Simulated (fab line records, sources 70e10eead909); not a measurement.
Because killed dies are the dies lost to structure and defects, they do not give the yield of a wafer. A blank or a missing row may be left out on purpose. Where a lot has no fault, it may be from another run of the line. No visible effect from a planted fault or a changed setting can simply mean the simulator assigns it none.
A struck lot beside a sound one -- flow nandHarc -- 15 steps out of a route of 1302
Sound: wafers L274.2, L274.4, L274.5. Wafers struck: L283.2, L283.4, L283.5. The cause is given at the end.
At each step with rows: each side's tool, then ch and its chambers, then its first start. Under that, the readings that differ: sound wafers -- struck wafers -- difference of the means -- sigmas: that difference in standard deviations of wafers without a fault.
alike: readings whose means differ by less than 2 such deviations, and words and numbers that are the same on both sides. not compared: withheld readings, readings that some wafer has no value for, bounds like >300 that may hide the same value, and numbers for which the record gives no deviation and whose values overlap.
A row with sigmas, a row that says differs or no value, or rows on one side alone: a step with any of these is where the two part. Numbers that have no deviation but don't overlap get no sigmas and don't part them. Lack of a reading on every wafer of one side parts them only where that side has two or more wafers.

first, 8 steps without rows for these wafers: NHARC_A_BLC_COAT_02 (time 75 s); NHARC_A_BLC_COAT_03 (time 65 s); NHARC_A_BLC_COAT_04 (resist thk 90 nm); NHARC_A_BLC_SOFTBAKE_05 (time 55 s); NHARC_A_BLC_EBR_06; NHARC_A_BLC_EXPOSE_07 (exposes mask A BLC, target cd 100 nm); NHARC_A_BLC_PEB_08 (peb time 65 s); NHARC_A_BLC_DEVELOP_09 (develop time 35 s).
NHARC_A_BLC_CD_MEAS_10 targets a cd of 100 nm.
  sound on cdSem-01 ch 0, day 23 02:32; struck on cdSem-01 ch 0, day 27 05:19
  alike: cdNm
NHARC_A_BLC_OVL_MEAS_11:
  sound on overlay-01 at day 23 02:37; struck on overlay-01 at day 27 05:25
  alike: overlayXNm, overlayYNm
NHARC_A_BLC_INSPECT_12:
  sound on defectInspect-02 at day 23 02:39; struck on defectInspect-02 at day 27 05:26
  alike: rawDefectCount
NHARC_A_BLC_DESCUM_15: chemistry O2, time 3 s.
  sound on rieDiel-11 ch 0,1, day 23 02:43; struck on rieDiel-03 ch 1,2, day 27 05:31
  alike: drypumpMotorCurrentA, oesProductAu, rfVppV, showerheadPlenumPTorr, throttleValvePct
  not compared: rfHoursCounterH
NHARC_A_BLC_ETCH_16: etches the open film in CF4, target depth 39 nm, time 65 s.
  sound on rieDiel-11 ch 1,2,3, day 23 02:49; struck on rieDiel-03 ch 0,1, day 27 05:35
reading,sound,struck,difference,sigmas
oesProductAu (a.u.),1.001 0.998 1.004,0.856 0.869 0.876,-0.134,-10
  alike: cf4FlowSccm, drypumpMotorCurrentA, rfVppV, showerheadPlenumPTorr, throttleValvePct
  not compared: rfHoursCounterH
NHARC_A_BLC_ETCH_17: etches the open film in N2/H2, target depth 390 nm, time 609.38 s.
  sound on rieDiel-11 ch 1,2,3; struck on rieDiel-03 ch 2,3
  alike: drypumpMotorCurrentA, oesProductAu, rfVppV, showerheadPlenumPTorr, throttleValvePct
  not compared: rfHoursCounterH
NHARC_END_SORT_01:
  sound on prober-01 ch 0, day 24 23:57; struck on prober-02 ch 0, day 29 03:43
  alike: killedAtArray, killedAtOther, killedAtPeriphery, killedDies, killedOpen, killedShort

## WHERE THEY PART
At NHARC_A_BLC_ETCH_16 and nowhere else, as far as this record goes. Later steps at which nothing parts them and some readings are alike: NHARC_A_BLC_ETCH_17, NHARC_END_SORT_01.

WHY: what the simulator had put in
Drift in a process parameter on rieDiel-03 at NHARC_A_BLC_ETCH_16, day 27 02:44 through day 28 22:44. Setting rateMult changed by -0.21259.
